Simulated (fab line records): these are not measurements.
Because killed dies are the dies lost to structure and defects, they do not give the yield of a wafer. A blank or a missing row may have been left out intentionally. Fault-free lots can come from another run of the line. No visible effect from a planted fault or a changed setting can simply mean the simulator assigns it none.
Split-lot experiment || flow n5Finfet || 21 wafers read across 7 lots, on a route 1938 steps long

== ON THE SPLIT ==
At N5_BEOL_M7_TRENCH_ETCH_37 (etches SiCOH lowk in C4F6/O2, target depth 93.478 nm, time 31.2 s), the setting sourceW was moved away from the recipe's 345 W on 4 of the 21 wafers read, by -6.8% to +16.1%. The other wafers ran this setting at the recipe's value.

Reading taken at the split's own step.

== THE READING ==
rfVppV, in V, at N5_BEOL_M7_TRENCH_ETCH_37 (etches SiCOH lowk in C4F6/O2, target depth 93.478 nm, time 31.2 s). On this fab line, fault-free wafers typically give 668 V with a standard deviation of 6.1 V.

{"wafer": "L074.3", "tool, chamber at the split": "rieDiel-05, 2", "sourceW as run, W": 345, "against the recipe": "recipe", "rfVppV, V": 675, "against lot-mates on the recipe": "-"}
{"wafer": "L074.5", "tool, chamber at the split": "rieDiel-05, 0", "sourceW as run, W": 345, "against the recipe": "recipe", "rfVppV, V": 662, "against lot-mates on the recipe": "-"}
{"wafer": "L074.6", "tool, chamber at the split": "rieDiel-05, 3", "sourceW as run, W": 345, "against the recipe": "recipe", "rfVppV, V": 668, "against lot-mates on the recipe": "-"}
{"wafer": "L076.2", "tool, chamber at the split": "rieDiel-01, 3", "sourceW as run, W": 345, "against the recipe": "recipe", "rfVppV, V": 668, "against lot-mates on the recipe": "-"}
{"wafer": "L076.4", "tool, chamber at the split": "rieDiel-01, 1", "sourceW as run, W": 345, "against the recipe": "recipe", "rfVppV, V": 660, "against lot-mates on the recipe": "-"}
{"wafer": "L076.5", "tool, chamber at the split": "rieDiel-01, 2", "sourceW as run, W": 345, "against the recipe": "recipe", "rfVppV, V": 680, "against lot-mates on the recipe": "-"}
{"wafer": "L087.1", "tool, chamber at the split": "rieDiel-05, 2", "sourceW as run, W": 400.5, "against the recipe": "+16.1%", "rfVppV, V": 625, "against lot-mates on the recipe": -43}
{"wafer": "L087.5", "tool, chamber at the split": "rieDiel-05, 2", "sourceW as run, W": 345, "against the recipe": "recipe", "rfVppV, V": 672, "against lot-mates on the recipe": "-"}
{"wafer": "L087.6", "tool, chamber at the split": "rieDiel-05, 1", "sourceW as run, W": 345, "against the recipe": "recipe", "rfVppV, V": 664, "against lot-mates on the recipe": "-"}
{"wafer": "L088.1", "tool, chamber at the split": "rieDiel-02, 2", "sourceW as run, W": 345, "against the recipe": "recipe", "rfVppV, V": 666, "against lot-mates on the recipe": "-"}
{"wafer": "L088.3", "tool, chamber at the split": "rieDiel-02, 3", "sourceW as run, W": 345, "against the recipe": "recipe", "rfVppV, V": 666, "against lot-mates on the recipe": "-"}
{"wafer": "L088.6", "tool, chamber at the split": "rieDiel-02, 2", "sourceW as run, W": 345, "against the recipe": "recipe", "rfVppV, V": 667, "against lot-mates on the recipe": "-"}
{"wafer": "L090.3", "tool, chamber at the split": "rieDiel-02, 0", "sourceW as run, W": 345, "against the recipe": "recipe", "rfVppV, V": 659, "against lot-mates on the recipe": "-"}
{"wafer": "L090.4", "tool, chamber at the split": "rieDiel-02, 2", "sourceW as run, W": 387.7, "against the recipe": "+12.4%", "rfVppV, V": 627, "against lot-mates on the recipe": -32}
{"wafer": "L090.6", "tool, chamber at the split": "rieDiel-02, 3", "sourceW as run, W": 387.7, "against the recipe": "+12.4%", "rfVppV, V": 628, "against lot-mates on the recipe": -31}
{"wafer": "L092.3", "tool, chamber at the split": "rieDiel-01, 1", "sourceW as run, W": 345, "against the recipe": "recipe", "rfVppV, V": 661, "against lot-mates on the recipe": "-"}
{"wafer": "L092.5", "tool, chamber at the split": "rieDiel-01, 3", "sourceW as run, W": 345, "against the recipe": "recipe", "rfVppV, V": 668, "against lot-mates on the recipe": "-"}
{"wafer": "L092.6", "tool, chamber at the split": "rieDiel-01, 0", "sourceW as run, W": 321.6, "against the recipe": "-6.8%", "rfVppV, V": 696, "against lot-mates on the recipe": "+32"}
{"wafer": "L091.2", "tool, chamber at the split": "rieDiel-01, 0", "sourceW as run, W": 345, "against the recipe": "recipe", "rfVppV, V": 672, "against lot-mates on the recipe": "-"}
{"wafer": "L091.3", "tool, chamber at the split": "rieDiel-01, 3", "sourceW as run, W": 345, "against the recipe": "recipe", "rfVppV, V": 668, "against lot-mates on the recipe": "-"}
{"wafer": "L091.5", "tool, chamber at the split": "rieDiel-01, 3", "sourceW as run, W": 345, "against the recipe": "recipe", "rfVppV, V": 668, "against lot-mates on the recipe": "-"}

THE FIT
A straight line over all 21 wafers: rfVppV changes by -3.07 V for each +1% of sourceW; r = -0.95; the points scatter about the line by 5.5 V.
The same after taking each lot's own level away (the mean of its wafers on the recipe; 21 wafers): -2.81 V for each +1%; r = -0.95; scatter 5.2 V.
The reading moves by 45 V for the largest change in sourceW, on that fit.
Measured against the standard deviation above, the lots' own levels, which go from 659.0 to 669.3 V, span 1.7 times it.
Consequently the slope shifts little with the lot-to-lot level, the two slopes agreeing.
Check: with one of the wafers moved furthest among these (+16.1%) left out of the fit, the line predicts -45.2 V for it against its lot-mates. It came out at -43 V against them.
Tool readings at the split's step, against how far the setting was moved: rfVppV r = -0.95.

== OTHER SPLITS APPLIED TO THESE WAFERS ==
Other splits were also applied to these wafers ahead of the reading. Each is held against what the fit with the lots' levels taken away leaves over:
{"other split on the same wafers": "N5_BEOL_M4_COAT_76 spinRpm", "wafers away from the commonest value": 7, "r with rfVppV (lot level and that fit taken away)": "+0.02"}
{"other split on the same wafers": "N5_BEOL_M5_HM_DEP_02 targetThkA", "wafers away from the commonest value": 6, "r with rfVppV (lot level and that fit taken away)": -0.04}
{"other split on the same wafers": "N5_BEOL_M5_ETCH_41 sourceW", "wafers away from the commonest value": 8, "r with rfVppV (lot level and that fit taken away)": -0.06}
{"other split on the same wafers": "N5_BEOL_M7_ILD_DEP_00 timeS", "wafers away from the commonest value": 8, "r with rfVppV (lot level and that fit taken away)": "+0.30"}
{"other split on the same wafers": "N5_BEOL_M7_PECVD_70 tempC", "wafers away from the commonest value": 8, "r with rfVppV (lot level and that fit taken away)": -0.32}

== FILE'S OWN FIT ==
rfVppV changes by -2.85 V for each +1% of sourceW, r = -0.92.
